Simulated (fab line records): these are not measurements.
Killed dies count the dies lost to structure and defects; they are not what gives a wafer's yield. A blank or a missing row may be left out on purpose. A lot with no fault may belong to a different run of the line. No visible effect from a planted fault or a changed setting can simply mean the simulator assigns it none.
fab line records    flow n5_finfet    part 2 of 2: steps 5 to 6 of 6
record: lots: 23  wafers: 69  last_day: 18
route steps=1938 shown PMOS_HMC_CHANNEL_EPI@68 FIN_SAQP@100 FIN_CUT@172
lots with no fault: from the same line, run without faults
start_h: start of the lot's first displayed wafer, in hours after the record's first day    wait_h: how many hours have passed since the lot's step before this one    " repeats the value in the row above    L1.1+2: a row that stands for several wafers    - either no value or no given start    * or withheld: withheld    < > ~ a bound
route shown NAME@n: a module of which the file shows steps, and the number in the route of the first    usual: mean and standard deviation over wafers with no fault    same: alike in all rows    chamber/n: place in a boat    sites: per-site readings    _std_site: how widely they spread, as a standard deviation    _edge_site: inner sites' mean taken away from outer sites' mean    radius_mm: for every site, how far away it sits from the centre of the wafer    mask NAME#n: copy n    behind: the last tool/chamber to shape the wafer    hold: the reason the lot was held/the length of the hold in hours/how it ended    device: the n, p or np transistor that did not switch    end of line: tests run on the same wafers once the route is complete    for a step that has no rows: nothing shown but its recipe    killed: not the wafer's yield, but the dies lost to structure and defects at the first sort    map: the dies of a wafer, with x for killed, . for not killed, _ for no die there
set.NAME: the setting that was run; set.NAME@STEP: the one run at that earlier step    model.NAME: the simulator's own value behind a step, which no gauge read
one table for each step of the route and one row for each wafer, over a sample of lots
services: when a tool's chamber went out of use (start_h, in hours from the record's first day, below 0 if earlier), for how many hours, and the reason
== steps ==
step: N5_FIN_SAQP_MANDREL_ETCH_22
recipe: target_depth_a: 600  chemistry: HBr/Cl2  target: a-Si  stop_on: SiNx  bt_time_s: 10  over_etch_frac: 0.5  time_s: 30  pressure_mtorr: 10  icp_w: 800  bias_w: 75  HBr_flow_sccm: 150  Cl2_flow_sccm: 80  ends: end_point
usual: chamber_pressure_mTorr: 9.999/0.0097  drypump_motor_current_A: 5.6/0.34  oes_product_au: 0.771/0.014  throttle_valve_pct: 35.4/0.33
lot.wafer  tool       chamber  start_h  wait_h  chamber_pressure_mTorr  drypump_motor_current_A  oes_product_au  rf_hours_counter_h  throttle_valve_pct
L074.1     rie_si-06  3        23.00    0.0     10.002                  5.6                      0.771           168                 36.0
L074.3     "          2        "        "       10.012                  5.6                      0.768           120                 35.0
L074.6     "          0        "        "       10.014                  5.5                      0.762           -                   35.7
L076.2     rie_si-06  0        34.18    0.0     9.996                   5.5                      0.757           86                  35.7
L076.3     "          3        "        "       10.007                  5.7                      0.788           169                 36.0
L076.6     "          1        "        "       9.987                   6.0                      0.771           -                   35.3
L077.1     rie_si-06  3        42.35    0.0     9.982                   5.6                      0.794           169                 36.1
L077.2     "          2        "        "       10.009                  5.6                      0.768           121                 34.9
L077.4     "          1        "        "       10.005                  5.9                      0.771           91                  35.4
L078.1     rie_si-01  0        46.80    0.0     9.989                   6.1                      0.768           77                  35.1
L078.2     "          2        "        "       10.011                  5.0                      0.788           159                 35.5
L078.6     "          0        "        "       9.990                   6.1                      0.764           -                   35.1
L079.1     rie_si-01  1        53.38    0.0     10.008                  5.5                      0.757           160                 35.2
L079.3     "          3        "        "       9.997                   5.4                      0.751           85                  35.7
L079.5     "          1        "        "       10.004                  5.5                      0.779           -                   35.2
L080.2     rie_si-01  2        59.97    0.0     10.000                  5.0                      0.783           159                 35.6
L080.3     "          3        "        "       10.004                  5.3                      0.744           85                  35.7
L080.4     "          1        "        "       9.992                   5.5                      0.765           160                 35.2
L081.1     rie_si-04  3        66.08    0.0     9.996                   6.2                      0.775           35                  35.5
L081.3     "          2        "        "       10.000                  5.1                      0.791           7                   35.2
L081.6     "          2        "        "       9.991                   5.1                      0.798           -                   35.2
L082.2     rie_si-06  0        71.25    0.0     10.005                  5.5                      0.758           87                  35.7
L082.3     "          3        "        "       10.009                  5.7                      0.770           169                 36.0
L082.6     "          2        "        "       9.995                   5.7                      0.769           -                   34.9
L083.3     rie_si-06  2        76.82    0.0     10.009                  5.6                      0.766           122                 34.9
L083.4     "          0        "        "       10.003                  5.5                      0.748           87                  35.7
L083.5     "          3        "        "       10.001                  5.7                      0.772           -                   36.1
L084.1     rie_si-04  3        82.67    0.0     9.987                   6.2                      0.776           35                  35.5
L084.2     "          1        "        "       9.994                   5.2                      0.760           194                 35.1
L084.5     "          2        "        "       9.993                   5.1                      0.788           -                   35.2
L085.2     rie_si-06  2        89.39    0.0     9.979                   5.6                      0.759           122                 34.9
L085.5     "          3        "        "       9.999                   5.6                      0.773           -                   36.1
L085.6     "          0        "        "       10.003                  5.5                      0.765           -                   35.7
L086.1     rie_si-04  0        94.63    0.0     10.009                  5.9                      0.782           117                 35.5
L086.2     "          2        "        "       10.000                  5.1                      0.786           8                   35.2
L086.5     "          1        "        "       10.004                  5.2                      0.766           -                   35.1
L087.2     rie_si-01  0        101.74   0.0     9.983                   6.1                      0.780           78                  35.1
L087.4     "          2        "        "       9.998                   5.0                      0.795           159                 35.5
L087.6     "          1        "        "       9.995                   5.5                      0.779           -                   35.2
L088.1     rie_si-06  3        106.66   0.0     9.990                   5.7                      0.779           170                 36.0
L088.5     "          0        "        "       10.003                  5.4                      0.744           -                   35.7
L088.6     "          1        "        "       10.018                  5.9                      0.763           -                   35.4
L089.2     rie_si-06  3        113.78   0.0     10.002                  5.6                      0.772           170                 36.1
L089.4     "          2        "        "       9.999                   5.7                      0.754           122                 34.9
L089.6     "          0        "        "       10.009                  5.5                      0.749           -                   35.7
L090.1     rie_si-06  1        119.50   0.0     9.998                   5.9                      0.749           92                  35.4
L090.2     "          0        "        "       10.004                  5.5                      0.747           88                  35.7
L090.6     "          0        "        "       9.995                   5.5                      0.747           -                   35.7
L091.4     rie_si-06  1        125.85   0.0     9.997                   6.0                      0.782           92                  35.3
L091.5     "          0        "        "       10.005                  5.5                      0.762           -                   35.7
L091.6     "          1        "        "       9.995                   6.0                      0.775           -                   35.3
L092.1     rie_si-06  2        130.12   0.0     10.005                  5.6                      0.780           123                 34.9
L092.2     "          3        "        "       10.003                  5.6                      0.775           171                 36.1
L092.4     "          0        "        "       9.994                   5.5                      0.761           88                  35.7
L093.1     rie_si-04  3        138.32   0.0     9.991                   6.3                      0.773           36                  35.5
L093.3     "          1        "        "       9.969                   5.2                      0.749           196                 35.1
L093.4     "          0        "        "       9.986                   5.9                      0.799           118                 35.5
L094.1     rie_si-04  2        144.24   0.0     9.997                   5.1                      0.792           9                   35.2
L094.3     "          1        "        "       10.012                  5.2                      0.753           196                 35.1
L094.6     "          2        "        "       10.006                  5.1                      0.784           -                   35.2
L095.2     rie_si-01  1        148.82   0.0     10.009                  5.5                      0.773           161                 35.2
L095.4     "          2        "        "       9.982                   5.0                      0.796           -                   35.5
L095.5     "          0        "        "       9.992                   6.1                      0.769           -                   35.1
L096.1     rie_si-06  1        154.53   0.0     10.004                  6.0                      0.770           93                  35.4
L096.4     "          3        "        "       10.006                  5.7                      0.788           171                 36.0
L096.5     "          3        "        "       9.992                   5.6                      0.779           -                   36.0
L097.1     rie_si-04  3        159.26   0.0     10.016                  6.2                      0.777           37                  35.5
L097.4     "          3        "        "       10.004                  6.2                      0.789           -                   35.5
L097.6     "          2        "        "       9.999                   5.1                      0.800           -                   35.2
step: N5_FIN_CUT_STRIP_24
recipe: chemistry: CF4  resist: SiARC  power_w: 300  bias_power_w: 75  pressure_mtorr: 50  cf4_flow_sccm: 150  rf_frequency_hz: 6e+07
usual: bias_power_w: 74.98/0.23  chamber_pressure_mTorr: 50.00/0.05  drypump_motor_current_A: 5.8/0.54  oes_product_au: 0.79/0.085  rf_vpp_V: 271.8/1.3  showerhead_plenum_p_Torr: 1.82/0.051  throttle_valve_pct: 13.51/0.27
lot.wafer  tool         chamber  start_h  wait_h  bias_power_w  chamber_pressure_mTorr  drypump_motor_current_A  oes_product_au  rf_hours_counter_h  rf_vpp_V  showerhead_plenum_p_Torr  throttle_valve_pct
L074.1     rie_diel-03  1        27.77    0.0     74.85         49.97                   6.0                      0.78            122                 270.6     1.73                      13.65
L074.3     "            3        "        "       74.86         50.07                   5.6                      0.69            245                 269.1     1.70                      13.70
L074.6     "            3        "        "       74.71         49.98                   5.7                      0.69            -                   268.2     1.70                      13.69
L076.2     rie_diel-02  3        40.16    0.0     74.68         49.97                   6.5                      0.67            245                 269.9     1.69                      13.87
L076.3     "            1        "        "       75.27         49.96                   5.4                      0.91            15                  272.8     1.83                      13.11
L076.6     "            1        "        "       74.64         50.01                   5.4                      0.91            -                   272.0     1.83                      13.11
L077.1     rie_diel-03  0        52.06    0.0     75.26         50.02                   5.9                      0.79            124                 271.4     1.80                      13.55
L077.2     "            1        "        "       74.89         49.94                   6.0                      0.78            129                 268.3     1.73                      13.69
L077.4     "            0        "        "       75.36         49.99                   5.9                      0.78            -                   271.7     1.80                      13.55
L078.1     rie_diel-02  1        56.75    0.0     75.10         50.00                   5.4                      0.90            20                  271.9     1.83                      13.11
L078.2     "            0        "        "       75.13         50.08                   5.1                      0.72            157                 271.4     1.78                      13.78
L078.6     "            3        "        "       74.89         49.98                   6.5                      0.66            -                   269.8     1.69                      13.88
L079.1     rie_diel-04  0        60.62    0.0     74.86         50.04                   5.6                      0.75            146                 271.4     1.79                      13.77
L079.3     "            1        "        "       75.05         49.98                   6.3                      0.76            153                 272.1     1.87                      13.31
L079.5     "            2        "        "       74.83         49.95                   5.7                      0.76            -                   271.6     1.87                      13.84
L080.2     rie_diel-02  1        65.61    0.0     74.60         49.99                   5.4                      0.89            23                  271.3     1.82                      13.12
L080.3     "            0        "        "       74.70         49.93                   5.1                      0.72            160                 271.8     1.78                      13.78
L080.4     "            2        "        "       75.10         50.02                   6.6                      0.70            -                   272.8     1.85                      13.56
L081.1     rie_diel-02  1        71.18    0.0     74.98         49.91                   5.4                      0.90            25                  272.5     1.83                      13.13
L081.3     "            2        "        "       74.98         49.99                   6.6                      0.69            253                 271.6     1.85                      13.55
L081.6     "            2        "        "       75.10         49.99                   6.6                      0.69            -                   272.1     1.85                      13.54
L082.2     rie_diel-03  0        76.39    0.0     75.31         50.09                   5.9                      0.78            132                 272.4     1.80                      13.56
L082.3     "            2        "        "       75.01         50.03                   5.0                      0.82            73                  271.6     1.81                      13.62
L082.6     "            1        "        "       74.46         50.10                   6.0                      0.77            -                   270.9     1.73                      13.69
L083.3     rie_diel-04  1        82.80    0.0     75.25         49.99                   6.3                      0.76            160                 273.1     1.86                      13.36
L083.4     "            0        "        "       75.29         50.13                   5.6                      0.75            153                 271.4     1.78                      13.80
L083.5     "            0        "        "       75.04         49.98                   5.6                      0.74            -                   271.1     1.78                      13.80
L084.1     rie_diel-02  0        87.88    0.0     74.88         50.00                   5.1                      0.71            169                 270.9     1.77                      13.81
L084.2     "            3        "        "       75.07         49.98                   6.6                      1.01            0                   273.7     1.90                      13.28
L084.5     "            3        "        "       75.06         50.05                   6.6                      1.00            -                   273.0     1.90                      13.28
L085.2     rie_diel-04  3        95.43    0.0     75.06         50.07                   5.7                      0.71            225                 272.9     1.85                      13.50
L085.5     "            0        "        "       74.73         50.01                   5.6                      0.74            -                   271.3     1.78                      13.81
L085.6     "            1        "        "       75.12         49.98                   6.3                      0.75            -                   273.1     1.86                      13.35
L086.1     rie_diel-04  3        101.45   0.0     74.74         49.99                   5.7                      0.71            227                 273.0     1.85                      13.50
L086.2     "            1        "        "       74.98         50.06                   6.3                      0.75            166                 270.9     1.86                      13.36
L086.5     "            2        "        "       74.54         50.02                   5.7                      0.74            -                   273.3     1.87                      13.85
L087.2     rie_diel-03  3        106.80   0.0     74.67         50.03                   5.6                      0.93            12                  273.4     1.90                      13.17
L087.4     "            2        "        "       75.37         49.99                   5.0                      0.82            81                  269.9     1.81                      13.61
L087.6     "            0        "        "       75.54         50.00                   5.9                      0.77            -                   271.3     1.80                      13.58
L088.1     rie_diel-02  1        111.98   0.0     75.09         50.00                   5.4                      0.87            41                  270.6     1.82                      13.15
L088.5     "            0        "        "       74.79         50.06                   5.1                      0.71            -                   272.1     1.77                      13.83
L088.6     "            3        "        "       75.08         49.99                   6.6                      0.95            -                   272.8     1.89                      13.31
L089.2     rie_diel-02  3        119.03   0.0     75.03         49.99                   6.6                      0.93            11                  273.6     1.89                      13.30
L089.4     "            1        "        "       74.99         49.98                   5.4                      0.85            43                  272.6     1.82                      13.16
L089.6     "            0        "        "       74.96         50.00                   5.1                      0.71            -                   271.3     1.77                      13.82
L090.1     rie_diel-04  0        125.67   0.0     75.10         49.97                   5.6                      0.73            166                 272.0     1.78                      13.83
L090.2     "            3        "        "       75.04         50.00                   5.7                      0.70            235                 271.7     1.85                      13.50
L090.6     "            3        "        "       75.28         50.12                   5.8                      0.70            -                   271.5     1.85                      13.53
L091.4     rie_diel-02  0        131.04   0.0     74.68         50.10                   5.1                      0.70            183                 269.3     1.77                      13.84
L091.5     "            0        "        "       74.76         49.95                   5.1                      0.70            -                   271.3     1.77                      13.84
L091.6     "            1        "        "       74.50         50.06                   5.4                      0.86            -                   272.1     1.82                      13.16
L092.1     rie_diel-03  0        135.44   0.0     74.76         49.98                   5.9                      0.77            146                 271.3     1.80                      13.58
L092.2     "            1        "        "       75.07         49.97                   6.0                      0.76            153                 268.3     1.72                      13.74
L092.4     "            3        "        "       75.15         50.04                   5.6                      0.91            18                  273.2     1.90                      13.19
L093.1     rie_diel-04  2        145.11   0.0     74.58         50.04                   5.7                      0.74            140                 272.4     1.86                      13.88
L093.3     "            0        "        "       74.95         49.93                   5.6                      0.73            170                 271.0     1.78                      13.84
L093.4     "            1        "        "       75.03         50.10                   6.3                      0.74            177                 271.7     1.86                      13.39
L094.1     rie_diel-02  0        150.22   0.0     74.89         50.07                   5.1                      0.70            190                 270.1     1.77                      13.85
L094.3     "            1        "        "       75.41         50.00                   5.4                      0.84            52                  272.0     1.82                      13.19
L094.6     "            1        "        "       74.92         50.00                   5.4                      0.84            -                   271.9     1.82                      13.18
L095.2     rie_diel-02  0        154.24   0.0     75.29         50.03                   5.1                      0.70            191                 270.5     1.77                      13.86
L095.4     "            3        "        "       75.14         50.06                   6.6                      0.91            21                  273.3     1.89                      13.32
L095.5     "            2        "        "       75.07         50.05                   6.6                      0.91            -                   272.5     1.84                      13.02
L096.1     rie_diel-02  3        159.73   0.0     75.14         50.03                   6.5                      0.91            23                  273.5     1.89                      13.33
L096.4     "            0        "        "       75.04         49.94                   5.1                      0.70            193                 270.2     1.77                      13.86
L096.5     "            3        "        "       75.07         49.96                   6.6                      0.91            -                   273.2     1.89                      13.32
L097.1     rie_diel-02  0        164.89   0.0     75.23         50.07                   5.1                      0.70            195                 270.2     1.77                      13.87
L097.4     "            3        "        "       75.19         49.98                   6.6                      0.90            26                  274.9     1.89                      13.34
L097.6     "            3        "        "       74.87         50.06                   6.6                      0.91            -                   274.4     1.89                      13.33
== services ==
tool          chamber  start_h  hours  kind
cmp-02        -        -5.32    0.3    repair
cmp-02        -        -4.07    1.0    repair
cmp-04        -        14.36    3.4    repair
cmp-02        -        19.77    0.9    repair
rie_diel-02   1        20.97    6.6    repair
cmp-02        -        23.07    0.9    repair
cmp-03        -        24.30    3.7    repair
rie_diel-02   3        25.41    6.7    repair
cmp-03        -        30.48    0.5    repair
cmp-04        -        31.08    3.1    repair
cmp-02        -        39.25    0.5    repair
cmp-03        -        48.56    1.9    repair
cmp-02        -        49.63    5.8    pm
cmp-02        -        55.94    0.7    repair
cmp-02        -        63.12    1.1    repair
pecvd-03      -        67.11    1.6    repair
cmp-02        -        95.36    3.7    pm
pecvd-03      -        97.71    5.5    pm
cmp-02        -        149.95   1.8    repair
epi_rpcvd-02  -        153.44   0.8    pm
cmp-04        -        158.07   4.0    pm
cmp-02        -        158.13   5.8    repair
cmp-04        -        163.54   6.9    pm
rie_diel-03   -        163.99   0.5    repair
